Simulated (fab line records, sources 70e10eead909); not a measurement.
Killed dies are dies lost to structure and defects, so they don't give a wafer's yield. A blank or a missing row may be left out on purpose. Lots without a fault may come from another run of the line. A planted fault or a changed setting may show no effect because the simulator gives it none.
Which tool did it? | flow nand_harc | 6 lots, 18 wafers sampled, at 4 steps of a route of 1302

WHAT THE GAUGES READ, wafer by wafer
NHARC_P_M1_INSPECT_11.
lot  | measured     | on                | raw_defect_count
L112 | day 7 00:16  | defect_inspect-02 | 1 2 6
L114 | day 7 12:38  | defect_inspect-02 | 4 7 8
L116 | day 8 09:23  | defect_inspect-02 | 2 2 4
L122 | day 10 18:36 | defect_inspect-02 | 5 4 5
L125 | day 12 12:04 | defect_inspect-02 | 4 1 4
L129 | day 13 21:27 | defect_inspect-01 | 1247 1355 4

WHICH TOOL RAN EACH LOT (tool, then ch and the chambers of the sampled wafers, then the start)
lot  | NHARC_P_M0_DEGAS_28          | NHARC_P_M0_DEP_32               | NHARC_P_M1_DEP_00
L112 | pvd_sputter-01, day 6 21:19  | pecvd-02 ch 0,1,2, day 6 23:02  | pecvd-01 ch 0,2, day 6 23:26
L114 | pvd_sputter-03, day 7 09:40  | pecvd-03 ch 0,1,2, day 7 11:24  | pecvd-02 ch 0,1,2, day 7 11:49
L116 | pvd_sputter-01, day 8 06:26  | pecvd-01 ch 0,1,2, day 8 08:11  | pecvd-02 ch 0,2, day 8 08:36
L122 | pvd_sputter-02, day 10 15:34 | pecvd-03 ch 0,1,2, day 10 17:15 | pecvd-03 ch 0,1,2, day 10 17:44
L125 | pvd_sputter-03, day 12 08:38 | pecvd-02 ch 0,1,2, day 12 10:40 | pecvd-03 ch 0,1,2, day 12 11:04
L129 | pvd_sputter-01, day 13 18:11 | pecvd-02 ch 0,1,2, day 13 20:12 | pecvd-03 ch 1,2, day 13 20:40
- NHARC_P_M0_DEGAS_28: time 60 s.
- NHARC_P_M0_DEP_32: deposits SiCN, target thk 30 nm.
- NHARC_P_M1_DEP_00: deposits SiOC, target thk 182.5 nm.

THE ANSWER, worked out from the rows above alone
Rule: what is usual is taken from the lots themselves. Put in order of their means at a reading, lots are off if they are a third of the lots or fewer, leave a main group of 4 or more, and stand apart from it by a gap of 3 or more times the standard deviation of the main group's means; of several such gaps the widest counts. A main group whose means are all the same, to the digits that the tables above print for the reading, isn't used. A lot without any number at a reading at which 4 lots or more have one is off too. The other lots that the step has rows for count as sound.
Off: L129, at NHARC_P_M1_INSPECT_11 (raw_defect_count). The main group: mean 3.9, standard deviation 1.4.
A tool fits if, at a process step before that reading, it ran every lot that is off, and no sound lot after the first of them. The gauges at NHARC_P_M1_INSPECT_11 are tried like those tools. Can't be told from this: 4 tools fit, pvd_sputter-01 at NHARC_P_M0_DEGAS_28, pecvd-02 at NHARC_P_M0_DEP_32, pecvd-03 at NHARC_P_M1_DEP_00, defect_inspect-01 at NHARC_P_M1_INSPECT_11.

WHAT THE SIMULATOR HAD PUT IN
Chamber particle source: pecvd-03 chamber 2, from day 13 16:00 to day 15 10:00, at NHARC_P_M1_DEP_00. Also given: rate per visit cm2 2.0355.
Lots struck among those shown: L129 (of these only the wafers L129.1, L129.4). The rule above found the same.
